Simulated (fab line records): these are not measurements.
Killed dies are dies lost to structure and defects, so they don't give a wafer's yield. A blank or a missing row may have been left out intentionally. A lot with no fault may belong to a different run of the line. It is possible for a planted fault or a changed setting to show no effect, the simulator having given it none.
Which tool was responsible? + flow n5_finfet + Sampling: 11 lots, 33 wafers, 2 of 1938 route steps

== WHAT EACH GAUGE READ, for each wafer ==
N5_BEOL_M7_INSPECT_13: inspects for defects (brightfield).
| lot  | measured     | on                | raw_defect_count |
|------|--------------|-------------------|------------------|
| L617 | day 9 00:22  | defect_inspect-02 | 441 408 470      |
| L618 | day 9 06:43  | defect_inspect-01 | 408 360 323      |
| L619 | day 9 16:13  | defect_inspect-02 | 286 324 379      |
| L620 | day 10 07:50 | defect_inspect-01 | 412 398 406      |
| L621 | day 10 08:00 | defect_inspect-02 | 325 314 304      |
| L623 | day 10 14:29 | defect_inspect-02 | 504 348 369      |
| L626 | day 11 17:01 | defect_inspect-01 | 587 476 481      |
| L633 | day 13 04:55 | defect_inspect-02 | 454 344 469      |
| L634 | day 13 13:00 | defect_inspect-01 | 407 421 378      |
| L635 | day 13 16:01 | defect_inspect-01 | 411 369 417      |
| L640 | day 15 02:48 | defect_inspect-01 | 364 403 565      |

== WHICH TOOL RAN EACH LOT (tool, then ch and the chambers of the sampled wafers, then the start) ==
| lot  | N5_BEOL_M6_DEP_56              |
|------|--------------------------------|
| L617 | pecvd-04 ch 0,1,2, day 8 22:19 |
| L618 | pecvd-04 ch 0,1, day 9 04:29   |
| L619 | pecvd-04 ch 0,1, day 9 11:46   |
| L620 | pecvd-04 ch 0,1, day 10 05:02  |
| L621 | pecvd-03 ch 1,2, day 10 05:07  |
| L623 | pecvd-03 ch 1,2, day 10 12:14  |
| L626 | pecvd-03 ch 1,2, day 11 14:59  |
| L633 | pecvd-02 ch 1,2, day 13 00:51  |
| L634 | pecvd-02 ch 0,1, day 13 11:09  |
| L635 | pecvd-02 ch 1,2, day 13 13:44  |
| L640 | pecvd-02 ch 1,2, day 15 00:49  |
- N5_BEOL_M6_DEP_56: deposits SiCN from 3MS/NH3, target thk 10 nm, time 17.5 s.

== AS READ BY THE TOOLS THEMSELVES (means over the sampled wafers that have a number; for cases with no such wafer, the mark the record gives instead) ==
N5_BEOL_M6_DEP_56.
| lot  | tool     | rf_fwd_power_W (W) | showerhead_plenum_p_Torr (Torr) | throttle_valve_pct (%) |
|------|----------|--------------------|---------------------------------|------------------------|
| L617 | pecvd-04 | 198.3              | 3.665                           | 8.6                    |
| L618 | pecvd-04 | 199.2              | 3.656                           | 8.6                    |
| L619 | pecvd-04 | 198.9              | 3.669                           | 8.5                    |
| L620 | pecvd-04 | 198.5              | 3.657                           | 8.6                    |
| L621 | pecvd-03 | 199.4              | 3.669                           | 9.8                    |
| L623 | pecvd-03 | 200.5              | 3.659                           | 9.1                    |
| L626 | pecvd-03 | 200.0              | 3.664                           | 9.4                    |
| L633 | pecvd-02 | 199.8              | 3.665                           | 8.9                    |
| L634 | pecvd-02 | 199.3              | 3.662                           | 9.1                    |
| L635 | pecvd-02 | 199.9              | 3.665                           | 8.9                    |
| L640 | pecvd-02 | 200.3              | 3.665                           | 8.7                    |

== THE ANSWER, worked out from the rows above alone ==
Rule: the usual values come from the lots themselves. The widest of any qualifying gaps counts: lots, ordered by their means at a reading, are off when they make up no more than a third of the lots, leave a main group of 4 or more, and stand apart from it by 3 or more times the standard deviation of that group's means. A main group whose means are all the same, to the digits that the tables above print for the reading, isn't used. Also off: a lot with no number at a reading for which 4 or more lots have one. All remaining lots with rows at the step are treated as sound. Order of review: gauges by route order, followed by the tools' own readings, for which a lot's mean as printed above is used. At the first step where some lot is off, the reading lying furthest off is the one used; lots without a number count as furthest.
No lot is off on any of the readings shown, so nothing can be concluded from this.

== WHAT THE SIMULATOR HAD PUT IN ==
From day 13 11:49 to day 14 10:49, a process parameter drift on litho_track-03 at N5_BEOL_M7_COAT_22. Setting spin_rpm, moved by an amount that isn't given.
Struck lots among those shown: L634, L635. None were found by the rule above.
